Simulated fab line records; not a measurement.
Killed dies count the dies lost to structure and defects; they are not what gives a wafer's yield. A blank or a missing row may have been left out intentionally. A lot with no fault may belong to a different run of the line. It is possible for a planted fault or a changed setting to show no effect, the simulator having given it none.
Matching of chambers -- flow nandHarc -- rieDiel-10 running NHARC_A_BONDPAD_ETCH_34: 4 sister chambers
The step etches the open film in N2/H2, target depth 60 nm, overetch 18 nm, time 65.91 s. 4 wafers are shown with their chamber, then 9 later ones without.

== WAFERS PAIRED WITH THEIR CHAMBERS ==
wafer,chamber,drypumpMotorCurrentA (A)
L853.1,2,5.5
L853.2,3,6.3
L862.5,0,6.2
L862.6,1,6.7

== WAFERS WHOSE CHAMBER IS MISSING ==
wafer,drypumpMotorCurrentA (A)
L865.2,6.7
L865.5,6.3
L865.6,5.6
L864.2,6.3
L864.3,5.6
L864.6,6.7
L866.2,6.8
L866.3,5.5
L866.6,6.8

== EACH ONE'S CHAMBER ==
wafer,from the rows above,in truth
L865.2,1,1
L865.5,can't be placed: 3 or 0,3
L865.6,2,2
L864.2,can't be placed: 3 or 0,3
L864.3,2,2
L864.6,1,1
L866.2,1,1
L866.3,2,2
L866.6,1,1
Correctly placed: 7 of 9. Unplaceable from these rows: 2, with the true chamber sitting among the candidates in 2. Number placed wrongly: 0.
How it was worked out, from the rows above alone: a wafer's distance from a chamber is the root of the sum, over the readings, of the square of ((its reading less the chamber's mean) divided by the reading's scatter). The wafer belongs to the nearest chamber; if the next one is less than 2 further off, it can't be placed. For every chamber, the mean is computed from those of its wafers that are shown. The scatter: root of mean squared gap, hidden wafer to nearest shown wafer, with one shown wafer a chamber.
